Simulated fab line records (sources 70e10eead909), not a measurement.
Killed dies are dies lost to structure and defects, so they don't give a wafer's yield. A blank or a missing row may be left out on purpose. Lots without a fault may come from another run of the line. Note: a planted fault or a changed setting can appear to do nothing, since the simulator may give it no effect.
8D (eight disciplines) problem report, filled in by code    flow nandHarc    the parts of the form that need people (team, actions taken, sign-off) are left out

1. THE ISSUE
Mean of thkNm at NHARC_A_SOURCE_PLATE_THK_MEAS_06: 296.8 nm across 6 wafers in 2 lots; on wafers with no fault it is 199.2 nm (standard deviation 2.2). Relative to the usual mean, that is a shift of +44 standard deviations.
The step: measures by ellipsometry.
The first sign was on wafer L455.1 at day 14 15:30, on filmMetro-01. The record has a number at this step for 39 wafers belonging to 13 lots. By rule, "out" or "out of limits" means more than 4 standard deviations away from the usual mean. The other wafers with a number count as sound.

2. WHAT IT IS, WHAT IT ISN'T
question                     is                      is not
which readings at this step  thkNm                   -
which lots                   L455, L456              L439, L440, L441, L444, L446, L447, L448, L449, L451, L453, L457
which wafers of those lots   all that have a number  -
read on which gauges         filmMetro-01            filmMetro-02
when                         from day 14 15:30       up to then (30 sound wafers); but 3 sound wafers of L457 came after

3. WHAT RULES OUT EACH SUSPECT
Counting: a tool at any process step up to the reading remains a suspect when it ran all the lots that are out and ran no sound lot after the first of those.
- the gauge at NHARC_A_SOURCE_PLATE_THK_MEAS_06: ruled out. All the wafers that are out were read on filmMetro-01, but those of them that NHARC_A_SOURCE_PLATE_CVD_03 has rows for are out there too, on other tools.
- lpcvdPoly-01 at NHARC_A_SOURCE_PLATE_CVD_03 (deposits poly-Si, target thk 200 nm, time 4000 s): kept. It processed each lot that is out, first L455 at day 14 05:06, and no sound lot thereafter; up to then, the last sound lot it processed was L453 at day 13 06:55. On those wafers its own readings are out: spikeTcBottomC, spikeTcCentreC, spikeTcLowerC, spikeTcTopC, spikeTcUpperC.
The count leaves lpcvdPoly-01 at NHARC_A_SOURCE_PLATE_CVD_03.

4. THE CAUSE (what the simulator had put in)
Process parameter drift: lpcvdPoly-01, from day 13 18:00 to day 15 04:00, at NHARC_A_SOURCE_PLATE_CVD_03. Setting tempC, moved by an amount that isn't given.
Counting left only this tool.

5. SEQUENCE OF EFFECTS, ordered by route
Each row: a reading whose mean over the struck wafers that have a number lies more than 3 standard deviations from the usual. Only readings whose record carries a usual standard deviation are examined. hours: median over the lots of the time between each lot's start at the first step of this table that gives one and its start at this step. sigmas: the change, counted in usual standard deviations.
hours  step                              reading         usual     on struck wafers  change  sigmas
0      NHARC_A_SOURCE_PLATE_CVD_03       spikeTcBottomC  641.4 C   657.1             +15.7   +9.3
0      NHARC_A_SOURCE_PLATE_CVD_03       spikeTcCentreC  620.1 C   635.9             +15.8   +13
0      NHARC_A_SOURCE_PLATE_CVD_03       spikeTcLowerC   620.2 C   638.0             +17.8   +18
0      NHARC_A_SOURCE_PLATE_CVD_03       spikeTcTopC     638.9 C   655.5             +16.6   +15
0      NHARC_A_SOURCE_PLATE_CVD_03       spikeTcUpperC   620.1 C   636.8             +16.7   +14
10     NHARC_A_SOURCE_PLATE_THK_MEAS_06  thkNm           199.2 nm  296.8             +97.6   +44
Its process steps:
- NHARC_A_SOURCE_PLATE_CVD_03: deposits poly-Si, target thk 200 nm, time 4000 s.

6. HOW IT WOULD HAVE BEEN CAUGHT EARLIER
22 hours passed between the start of the fault at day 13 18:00 and the first reading out of limits at a measuring or inspecting step in this record, taken at day 14 15:30.
Tool's own readings at NHARC_A_SOURCE_PLATE_CVD_03, spikeTcBottomC, spikeTcCentreC, spikeTcLowerC, spikeTcTopC, spikeTcUpperC: out on all struck wafers the step has rows for; an alarm limit on them would have tripped on the first.
Of the lots that are out (2), L456 began NHARC_A_SOURCE_PLATE_CVD_03 on lpcvdPoly-01 after day 14 15:30. A hold on the tool at that time would have spared it.
